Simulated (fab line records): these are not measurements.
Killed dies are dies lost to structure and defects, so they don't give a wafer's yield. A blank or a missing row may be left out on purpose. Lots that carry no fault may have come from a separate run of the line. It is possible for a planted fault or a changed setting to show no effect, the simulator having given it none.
What tool caused it? + flow n5 finfet + 11 lots, 33 wafers sampled, at 2 steps of a route of 1938

## WHAT THE GAUGES SHOWED, per wafer
N5_BEOL_M13_OVL_MEAS_29.
| lot  | measured     | on         | M13_OVL (nm) |
|------|--------------|------------|--------------|
| L076 | day 12 11:16 | overlay-01 | 12 9 14      |
| L078 | day 12 18:28 | overlay-01 | 3 10 3       |
| L079 | day 13 16:27 | overlay-01 | 0 4 1        |
| L080 | day 13 22:24 | overlay-02 | 1 -3 -3      |
| L083 | day 14 04:31 | overlay-02 | 3 10 3       |
| L085 | day 14 22:30 | overlay-01 | 0 3 10       |
| L088 | day 15 23:41 | overlay-02 | -2 -3 3      |
| L087 | day 16 03:20 | overlay-02 | -1 -1 3      |
| L092 | day 16 23:49 | overlay-02 | 5 4 2        |
| L094 | day 17 17:58 | overlay-02 | 8 7 1        |
| L096 | day 18 10:19 | overlay-02 | 2 0 5        |

## EACH LOT AND THE TOOL THAT RAN IT (in order: tool; ch and the chambers of the sampled wafers; start)
| lot  | N5_BEOL_M13_VIA_ETCH_16            |
|------|------------------------------------|
| L076 | rie diel-02 ch 0,1, day 12 10:20   |
| L078 | rie diel-02 ch 1,2, day 12 17:31   |
| L079 | rie diel-06 ch 1,2, day 13 15:32   |
| L080 | rie diel-01 ch 0,2,3, day 13 21:28 |
| L083 | rie diel-02 ch 2,3, day 14 03:43   |
| L085 | rie diel-06 ch 1,2, day 14 21:42   |
| L088 | rie diel-02 ch 0,2,3, day 15 22:44 |
| L087 | rie diel-06 ch 1,2,3, day 16 02:25 |
| L092 | rie diel-06 ch 2,3, day 16 22:58   |
| L094 | rie diel-01 ch 0,1,3, day 17 17:02 |
| L096 | rie diel-01 ch 1,2,3, day 18 09:22 |
- N5_BEOL_M13_VIA_ETCH_16: etches SiOC in C4F8/O2/Ar, target depth 921.7 nm.

## THE ANSWER, worked out from the rows above alone
Rule: usual is defined by the lots themselves. The widest of any qualifying gaps counts: lots, ordered by their means at a reading, are off when they make up no more than a third of the lots, leave a main group of 4 or more, and stand apart from it by 3 or more times the standard deviation of that group's means. A main group is skipped when, at the precision printed for the reading in the tables above, its means are all equal. Also off: a lot with no number at a reading for which 4 or more lots have one. Where the step has rows for the other lots, those lots are counted as sound.
No lot is off on any of the readings shown, so nothing can be concluded from this.

## WHAT HAD BEEN PUT IN BY THE SIMULATOR
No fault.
